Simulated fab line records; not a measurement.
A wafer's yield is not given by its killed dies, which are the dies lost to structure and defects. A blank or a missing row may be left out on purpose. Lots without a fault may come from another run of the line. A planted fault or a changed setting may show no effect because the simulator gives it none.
fab line records ; flow n5_finfet
[record] lots = 5; wafers = 15; last_day = 16
route steps=1938 shown BEOL_M2@879 PASSIVATION@1936
lots that met no fault: from a run of the same line without faults
start_h: hours from the record's first day to the start of the lot's first wafer shown ; wait_h: hours since the lot's step before ; " same as the row above ; L1.1+2: a row that stands for several wafers ; - either no value or no given start ; * or withheld: withheld ; < > ~ a bound
route shown NAME@n: names a module that has steps shown in the file, with the first one's number in the route ; usual: mean and standard deviation over wafers with no fault ; same: alike in all rows ; chamber/n: place in a boat ; sites: readings site by site ; _std_site: standard deviation across them ; _edge_site: inner sites' mean taken away from outer sites' mean ; radius_mm: for every site, how far away it sits from the centre of the wafer ; mask NAME#n: copy n ; behind: tool/chamber where the wafer was last shaped ; hold: why the lot was held/for how many hours/how that ended ; device: the n, p or np transistor that did not switch ; end of line: tests of these same wafers at the route's end ; for a step that has no rows: nothing shown but its recipe ; killed: at the first sort, the dies lost to defects and structure; wafer yield is something else ; map: a wafer's dies, marking killed ones x, the rest . and places with no die _
set.NAME: the run value of the setting; set.NAME@STEP: its run value at that earlier step ; model.NAME: the simulator's own value behind a step, which no gauge read
certain route steps with their lots: each step a table, each wafer a row
services: when a tool's chamber went out of use (start_h, in hours from the record's first day, below 0 if earlier), for how many hours, and the reason
[[steps]]
[step N5_BEOL_M2_DESCUM_33]
[recipe] chemistry = O2; time_s = 7; source_power_w = 50; bias_power_w = 20; pressure_mtorr = 20; rf_frequency_hz = 2.712e+07; temp_c = 40; resist = CAR-EUV; o2_flow_sccm = 225
[step N5_BEOL_M2_ETCH_77]
[recipe] chemistry = N2/H2; target = underlayer; target_depth_a = 65; mask_material = CAR-EUV; time_s = 5.2; ion_energy_ev = 200; pressure_mtorr = 30; source_w = 840; bias_w = 150; n2_flow_sccm = 200; h2_flow_sccm = 200; ends = cleared
[step N5_BEOL_M2_ETCH_69]
[recipe] chemistry = CF4; target = SiARC; target_depth_a = 156; mask_material = CAR-EUV; time_s = 26; ion_energy_ev = 80; pressure_mtorr = 40; source_w = 545; bias_w = 36; Ar_flow_sccm = 100; cf4_flow_sccm = 100; ends = cleared
[step N5_BEOL_M2_ALD_98]
[recipe] material = SiO2; target_thk_a = 25; temp_c = 100; ald_precursor_family = BDEAS; ald_co_reactant = O2-plasma; pulse_time_s = 1; co_reactant_pulse_time_s = 1; purge_time_s = 2; co_reactant_purge_time_s = 2; ald_cycles = 17; pressure_torr = 2
[step N5_BEOL_M2_ETCHBACK_99]
[recipe] chemistry = CHF3; target = SiO2; target_depth_a = 50; time_s = 10.4; source_w = 215; bias_w = 47; Ar_flow_sccm = 200; CHF3_flow_sccm = 12; ion_energy_ev = 100; pressure_mtorr = 30
[step N5_BEOL_M2_ETCH_70]
[recipe] chemistry = N2/H2; target = SOC; target_depth_a = 800; overetch_a = 240; mask_material = SiARC; temp_c = 40; time_s = 130; ion_energy_ev = 200; pressure_mtorr = 30; source_w = 840; bias_w = 150; n2_flow_sccm = 200; h2_flow_sccm = 200
[step N5_BEOL_M2_STRIP_71]
[recipe] chemistry = N2/H2; temp_c = 40; n2_flow_sccm = 200; h2_flow_sccm = 200; rf_frequency_hz = 6e+07
[step N5_BEOL_M2_STRIP_78]
[recipe] chemistry = N2/H2; temp_c = 40; n2_flow_sccm = 200; h2_flow_sccm = 200; rf_frequency_hz = 6e+07
[step N5_BEOL_M2_VIA_ETCH_34]
[recipe] chemistry = C4F6/O2; target_depth_a = 694; mask_material = SOC; pressure_mtorr = 15; ion_energy_ev = 250; taper_deg = 4; time_s = 65.9; source_w = 350; bias_w = 170; Ar_flow_sccm = 300; C4F6_flow_sccm = 10; O2_flow_sccm = 10
[step N5_BEOL_M2_STRIP_83]
[recipe] chemistry = C4F6/O2; resist = SiARC; rf_frequency_hz = 6e+07
[step N5_BEOL_M2_STRIP_36]
[recipe] chemistry = N2/H2; power_w = 450; temp_c = 40; pressure_mtorr = 20; rf_frequency_hz = 6e+07; overash_fraction = 0.3; bias_power_w = 7; h2_frac = 0.5; n2_flow_sccm = 200; h2_flow_sccm = 200
[step N5_BEOL_M2_TRENCH_ETCH_37]
[recipe] chemistry = C4F6/O2; target_depth_a = 555.55; target = SiOC; time_s = 29.2; ion_energy_ev = 250; pressure_mtorr = 30; source_w = 355; bias_w = 185; Ar_flow_sccm = 300; C4F6_flow_sccm = 10; O2_flow_sccm = 10
[step N5_BEOL_M2_ETCH_41]
[recipe] chemistry = CH3F/O2; target = SiCN; target_depth_a = 299; taper_deg = 2; time_s = 52.5; ion_energy_ev = 120; mask_material = TiN; pressure_mtorr = 30; source_w = 395; bias_w = 75; Ar_flow_sccm = 150; CH3F_flow_sccm = 30; O2_flow_sccm = 20
[usual] drypump_motor_current_A = 5.6/0.5; mfc_ar_sccm = 150.0/0.46; oes_product_au = 0.77/0.08; rf_vpp_V = 297.7/1.4; showerhead_plenum_p_Torr = 2.02/0.058; throttle_valve_pct = 16.44/0.24
lot.wafer;tool;chamber;start_h;wait_h;drypump_motor_current_A;mfc_ar_sccm;oes_product_au;rf_hours_counter_h;rf_vpp_V;showerhead_plenum_p_Torr;throttle_valve_pct
L778.4;rie_diel-01;1;135.10;-;5.9;150.5;0.67;248;297.4;1.96;16.60
L778.5;rie_diel-01;1;135.10;-;5.9;150.1;0.67;-;297.3;1.96;16.59
L778.6;rie_diel-01;2;135.10;-;6.1;149.1;0.74;-;298.2;2.08;16.43
L787.1;rie_diel-05;1;192.85;-;5.8;149.9;0.78;101;298.9;2.09;16.43
L787.4;rie_diel-05;0;192.85;-;6.6;149.6;0.68;243;296.4;1.98;16.38
L787.5;rie_diel-05;1;192.85;-;5.8;150.1;0.78;-;298.6;2.09;16.44
L796.3;rie_diel-01;2;237.08;-;6.1;150.5;0.72;209;299.0;2.07;16.52
L796.5;rie_diel-01;1;237.08;-;5.9;150.2;0.91;-;296.9;1.95;16.18
L796.6;rie_diel-01;2;237.08;-;6.1;150.6;0.72;-;299.4;2.07;16.50
L797.1;rie_diel-01;1;256.21;-;5.9;149.9;0.90;34;295.1;1.95;16.18
L797.2;rie_diel-01;0;256.21;-;5.1;149.9;0.80;89;296.7;1.94;16.39
L797.4;rie_diel-01;3;256.21;-;5.3;149.7;0.70;232;299.4;2.06;16.87
L798.1;rie_diel-01;3;260.67;-;5.2;150.3;0.70;234;297.9;2.06;16.88
L798.3;rie_diel-01;0;260.67;-;5.1;149.8;0.80;90;295.1;1.94;16.38
L798.4;rie_diel-01;1;260.67;-;5.9;150.1;0.90;35;296.2;1.95;16.19
[step N5_BEOL_M2_STRIP_97]
[recipe] chemistry = N2/H2; time_s = 10; power_w = 450; temp_c = 40; pressure_mtorr = 20; rf_frequency_hz = 6e+07; bias_power_w = 7; n2_flow_sccm = 200; h2_flow_sccm = 200
[step N5_BEOL_M2_HM_STRIP_39]
[recipe] chemistry = peroxide_tin_strip; material = TiN; target_depth_a = 250; temp_c = 50; time_s = 158
[step N5_BEOL_M2_SRD_40]
[recipe] time_s = 30; temp_c = 23; rinse_liquid = diw; dry = ipa_marangoni
[step N5_BEOL_M2_PRECLEAN_42]
[recipe] chemistry = residue_remover; time_s = 60; temp_c = 40
[step N5_BEOL_M2_SRD_43]
[recipe] time_s = 30; temp_c = 23; rinse_liquid = diw; dry = ipa_marangoni
[step N5_BEOL_M2_DEGAS_44]
[recipe] ambient = vacuum; temp_c = 250; time_s = 60
[step N5_BEOL_M2_PRE_CLEAN_45]
[recipe] gas = H2/He; time_s = 30; temp_c = 250
[step N5_BEOL_M2_ALD_84]
[recipe] material = TaN; target_thk_a = *; temp_c = 275; ald_precursor_family = PDMAT; ald_co_reactant = NH3; pressure_torr = 3; carrier_flow_sccm = 1500; pulse_time_s = 2; purge_time_s = 3; co_reactant_purge_time_s = 2; co_reactant_pulse_time_s = 3; ald_cycles = 30; precursor_vessel_temp_c = 75; precursor_vessel_pressure_torr = 26.25; precursor_vessel_carrier_sccm = 1000
[step N5_BEOL_M2_SURFACE_TREAT_85]
[recipe] gas = Ar; time_s = *; ion_energy_ev = *; ion_current_ma_cm2 = 0.5; pressure_mtorr = *; ar_flow_sccm = 30
[step N5_BEOL_M2_CVD_47]
[recipe] material = Co; target_thk_a = 30; temp_c = withheld; precursor = CCTBA/H2; pressure_torr = 30; time_s = 223.8
[step N5_BEOL_M2_SPUTTER_48]
[recipe] material = Cu; target_thk_a = 45; temp_c = -20; chamber_pressure_pa = 0.07; power_w = withheld; time_s = 8.29
[step N5_BEOL_M2_ANNEAL_49]
[recipe] temp_c = 400; time_s = 240; ambient = vacuum
[step N5_BEOL_M2_SPUTTER_79]
[recipe] material = Cu; target_thk_a = 45; temp_c = -20; chamber_pressure_pa = 0.07; power_w = withheld; time_s = 8.29
[step N5_BEOL_M2_ANNEAL_80]
[recipe] temp_c = 400; time_s = 240; ambient = vacuum
[step N5_BEOL_M2_SPUTTER_81]
[recipe] material = Cu; target_thk_a = 45; temp_c = -20; chamber_pressure_pa = 0.07; power_w = withheld; time_s = 8.29
[step N5_BEOL_M2_ANNEAL_82]
[recipe] temp_c = 400; time_s = 240; ambient = vacuum
[step N5_BEOL_M2_SPUTTER_86]
[recipe] material = Cu; target_thk_a = 45; temp_c = -20; chamber_pressure_pa = 0.07; power_w = withheld; time_s = 8.29
[step N5_BEOL_M2_ANNEAL_87]
[recipe] temp_c = 400; time_s = 240; ambient = vacuum
[step N5_BEOL_M2_SPUTTER_88]
[recipe] material = Cu; target_thk_a = 45; temp_c = -20; chamber_pressure_pa = 0.07; power_w = withheld; time_s = 8.29
[step N5_BEOL_M2_ANNEAL_89]
[recipe] temp_c = 400; time_s = 240; ambient = vacuum
[step N5_BEOL_M2_SPUTTER_90]
[recipe] material = Cu; target_thk_a = 45; temp_c = -20; chamber_pressure_pa = 0.07; power_w = withheld; time_s = 8.29
[step N5_BEOL_M2_ANNEAL_91]
[recipe] temp_c = 400; time_s = 240; ambient = vacuum
[step N5_BEOL_M2_SPUTTER_92]
[recipe] material = Cu; target_thk_a = 45; temp_c = -20; chamber_pressure_pa = 0.07; power_w = withheld; time_s = 8.29
[step N5_BEOL_M2_ANNEAL_93]
[recipe] temp_c = 400; time_s = 240; ambient = vacuum
[step N5_BEOL_M2_SPUTTER_94]
[recipe] material = Cu; target_thk_a = 45; temp_c = -20; chamber_pressure_pa = 0.07; power_w = withheld; time_s = 8.29
[step N5_BEOL_M2_ANNEAL_95]
[recipe] temp_c = 400; time_s = 240; ambient = vacuum
[step N5_BEOL_M2_SPUTTER_96]
[recipe] material = Cu; target_thk_a = 45; temp_c = -20; chamber_pressure_pa = 0.07; power_w = withheld; time_s = 8.29
[step N5_PASSIVATION_PROBE_49]
[usual] defect_limited_yield = 91.3/1.5; killed_at_M0_to_M3 = 33/12; killed_at_M4_up = 13/5.2; killed_at_contacts = 13/6.7; killed_at_front_end = 40/11; killed_at_other = 4.1/2.7; killed_dies = 103/17; killed_open = 69/13; killed_short = 33/8.4; sort_bin_5_function = 5.1/1; sort_bin_6_memory = 3.2/0.62; sort_n_pass = 1077/17; sort_yield_pct = 91.3/1.5
[same] gross_dies = 1180; killed_at_back_side = 0; sort_bin_4_leakage[%] = 0; sort_bin_8_speed[%] = 0
lot.wafer;tool;chamber;start_h;wait_h;defect_limited_yield[%];killed_at_M0_to_M3;killed_at_M4_up;killed_at_contacts;killed_at_front_end;killed_at_other;killed_dies;killed_open;killed_short;sort_bin_5_function[%];sort_bin_6_memory[%];sort_n_pass;sort_yield_pct[%]
L796.3;prober-01;-;390.82;0.1;81.9;147;10;12;39;5;213;75;41;11.5;5.2;967;81.9
L796.5;prober-01;-;390.92;0.2;87.2;83;7;10;45;6;151;69;22;8.2;3.3;1029;87.2
L796.6;prober-01;-;390.97;0.3;82.7;132;10;10;50;2;204;75;27;11.0;4.5;976;82.7
L798.1;prober-01;-;394.70;0.3;85.6;117;5;11;33;4;170;54;16;8.8;4.3;1010;85.6
L798.3;prober-01;-;394.80;0.4;90.2;59;17;12;23;5;116;52;21;5.3;3.4;1064;90.2
L798.4;prober-01;-;394.85;0.4;85.8;97;7;25;36;3;168;76;27;9.6;3.8;1012;85.8
L797.1;prober-01;-;395.00;0.0;86.4;86;7;12;52;4;161;59;41;9.0;2.9;1019;86.4
L797.2;prober-01;-;395.05;0.1;87.8;69;7;18;44;6;144;58;36;7.2;3.7;1036;87.8
L797.4;prober-01;-;395.15;0.2;81.8;131;15;20;47;2;215;85;30;12.0;4.5;965;81.8
// killed by level:class
L796.3 BEOL_M2:unspecified=96 BEOL_M0_SAQP:geometric_particle:open=11 FIN_SAQP:geometric_particle:open=10 BEOL_M0_SAQP:geometric_particle:short=10 BEOL_M1:geometric_particle:open=10 MOL_CONTACT_COAG:geometric_particle:short=6 MOL_CONTACT_COAG:geometric_particle:open=6 BEOL_M2:geometric_particle:open=6
L796.5 BEOL_M2:unspecified=60 STI_FIN_REVEAL:geometric_particle:open=16 FIN_SAQP:geometric_particle:open=9 MOL_CONTACT_COAG:geometric_particle:open=8 BEOL_M3:geometric_particle:open=8 FIN_SAQP:geometric_particle:short=4 GATE_CUT:geometric_particle:short=4 BEOL_M0_SAQP:geometric_particle:open=4
L796.6 BEOL_M2:unspecified=102 STI_FIN_REVEAL:geometric_particle:open=13 FIN_SAQP:geometric_particle:open=11 MOL_CONTACT_COAG:geometric_particle:open=10 BEOL_M3:geometric_particle:open=7 DUMMY_GATE:geometric_particle:open=6 BEOL_M0_SAQP:geometric_particle:short=6 BEOL_M0:geometric_particle:open=5
L798.1 BEOL_M2:unspecified=98 MOL_CONTACT_COAG:geometric_particle:open=10 BEOL_M2:geometric_particle:open=8 STI_FIN_REVEAL:geometric_particle:open=6 DUMMY_GATE:geometric_particle:open=5 BEOL_M3:geometric_particle:open=5 STARTING-WAFER:geometric_particle:open=5 GATE_CUT:geometric_particle:short=4
L798.3 BEOL_M2:unspecified=42 MOL_CONTACT_COAG:geometric_particle:open=10 STI_FIN_REVEAL:geometric_particle:open=5 BEOL_M0_SAQP:geometric_particle:short=4 BEOL_M2:geometric_particle:open=4 BEOL_M5:geometric_particle:open=4 GATE_CUT:geometric_particle:short=3 BEOL_M4:geometric_particle:open=3
L798.4 BEOL_M2:unspecified=62 MOL_CONTACT_COAG:geometric_particle:open=22 BEOL_M2:geometric_particle:open=8 BEOL_M3:geometric_particle:open=6 FIN_SAQP:geometric_particle:open=5 BEOL_M0_SAQP:geometric_particle:open=5 BEOL_M1:geometric_particle:open=5 STI_FIN_REVEAL:geometric_particle:open=4
L797.1 BEOL_M2:unspecified=59 FIN_SAQP:geometric_particle:open=12 FIN_SAQP:geometric_particle:short=11 MOL_CONTACT_COAG:geometric_particle:open=11 GATE_CUT:geometric_particle:short=9 DUMMY_GATE:geometric_particle:open=7 BEOL_M0_SAQP:geometric_particle:short=6 BEOL_M0:geometric_particle:open=5
L797.2 BEOL_M2:unspecified=45 MOL_CONTACT_COAG:geometric_particle:open=12 FIN_SAQP:geometric_particle:open=6 STI_FIN_REVEAL:geometric_particle:open=6 DUMMY_GATE:geometric_particle:open=6 MOL_CONTACT_COAG:geometric_particle:short=5 BEOL_M3:geometric_particle:open=5 ILD0:geometric_particle:short=4
L797.4 BEOL_M2:unspecified=98 MOL_CONTACT_COAG:geometric_particle:open=18 BEOL_M2:geometric_particle:open=11 ILD0:geometric_particle:open=7 FIN_SAQP:geometric_particle:short=6 ILD0:geometric_particle:short=6 BEOL_M1:geometric_particle:open=6 DUMMY_GATE:geometric_particle:open=5
// map L796.3 (x killed, . not)
_________________x...........________________
______________...xx............x_____________
___________..........x..........x..__________
__________................x........._________
________.......x.......x.x.x.........x_______
_______..................x..x....x.....______
______.............................x.xx._____
_____.........x.......xx......xx.xxxx.x.x____
____.......................xx.xx.xxxxxx.xx___
___.x.........x..x...........x.xxxxxxxxx.x.__
___...............x............xxxxxxxxxxx.__
__.............x..x....x.....x.xxxxxxxxxx.x._
__....x.x............x...x..x.x.xxxxxxxxxx.._
_....x........x................xxxxxxxxxxxx..
_........x........x.........xxxxxxxxxxx.x....
_.....xx...............x...x...xx.xxx.xx.....
_......x.....x.......xxx.....xx.x...x........
_x......x......x...............x...x....x....
_x...x....x.......x.x..x..........x....x....x
_....x.........x.....x.x....x........x......x
_.....x..........x...x.x....xx....x....x.....
__.......x....x.x..x.x.x...x.x........x....._
__.........................................._
___....................................xx..__
___.............x....x...x..x.......x.....x__
____.....................x.x............x.___
_____..........x..x.......x.............x____
______..........x......................._____
_______......x....x....................______
________.........................x...._______
__________......................x..._________
___________x....x......x.x.........__________
______________.......x.x.......x_____________
_________________....x.......________________
// map L797.4 (x killed, . not)
_________________..x.......xx________________
______________x................._____________
___________..x...xx.xx.......x.....__________
__________......x..xxx.x............_________
________...x....xxxxxx...xx........x.._______
_______...x..x.xxxxxxx.x.x.x...........______
______.......x.xxxxxxxxx.xx........xx..._____
_____.....xxxxxxxxxxxxxxx...x.x.x.x...x..____
____..........xxxxxxxxxxxx................___
___..........x.xxxxxxxxxx.xx.xx............__
___..........xxxxxxxxxxxx.x................__
__...........xxxxxxxx.x.x.............x....._
__x.x.....x.....x.x....x...................._
_.xx..x......x......x.......................x
_..x................x.........x..............
_..........x.......................x.........
_...x......x..xx..xx.x.......................
_............................................
_..x.........x..x.......x..............xx.x..
_x..........x.....x............x...........x.
_...............xx...............x......xx...
__..........x..............................._
__....x..x........x.......x.......x........._
___............x.x.x..............x.....x..__
___x.......x..................x...x.......x__
____..............x.x.........x........x..___
_____x..........x.......x..x...xx........____
______.......x...x..x...x.x...x........._____
_______......x...xx...xx...x........x..______
________..........x..x..........x....x_______
__________...................xx.x..._________
___________..x.......x.......x..x..__________
______________................x._____________
_________________........x...________________
[[services]]
tool;chamber;start_h;hours;kind
rie_diel-01;1;140.38;-;clean
rie_diel-01;1;140.38;-;consumable_replace:focus_ring
rie_diel-01;1;140.38;15.4;scheduled_down
rie_diel-01;1;140.38;15.4;vent_cycle
rie_diel-01;1;194.65;3.8;repair
rie_diel-05;1;208.51;1.2;repair
rie_diel-05;0;212.49;-;clean
rie_diel-05;0;212.49;-;consumable_replace:focus_ring
rie_diel-05;0;212.49;26.6;scheduled_down
rie_diel-05;0;212.49;26.6;vent_cycle
rie_diel-05;1;251.98;3.1;repair
[[key]]
[first_sign] step = N5_PASSIVATION_PROBE_49; reading = killed_at_M0_to_M3; direction = up; sigmas = 6; usual = 33; struck = 102
[effect] step = N5_PASSIVATION_PROBE_49; reading = killed_dies; direction = up; sigmas = 4; usual = 103; struck = 171
[more_kills_born_at] N5_BEOL_M2_ETCH_41@rie_diel-01 = 662
met_at N5_BEOL_M2_ETCH_41
struck_wafers L796.3,L796.5,L796.6,L797.1,L797.2,L797.4,L798.1,L798.3,L798.4
onset_between 135.10 237.08
also_fits time
[fault] kind = chamber_particle_source; tool = rie_diel-01; chamber = -; onset_h = 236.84; steps = N5_BEOL_M2_ETCH_41; rate_per_visit_cm2 = 0.40703; end_h = 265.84
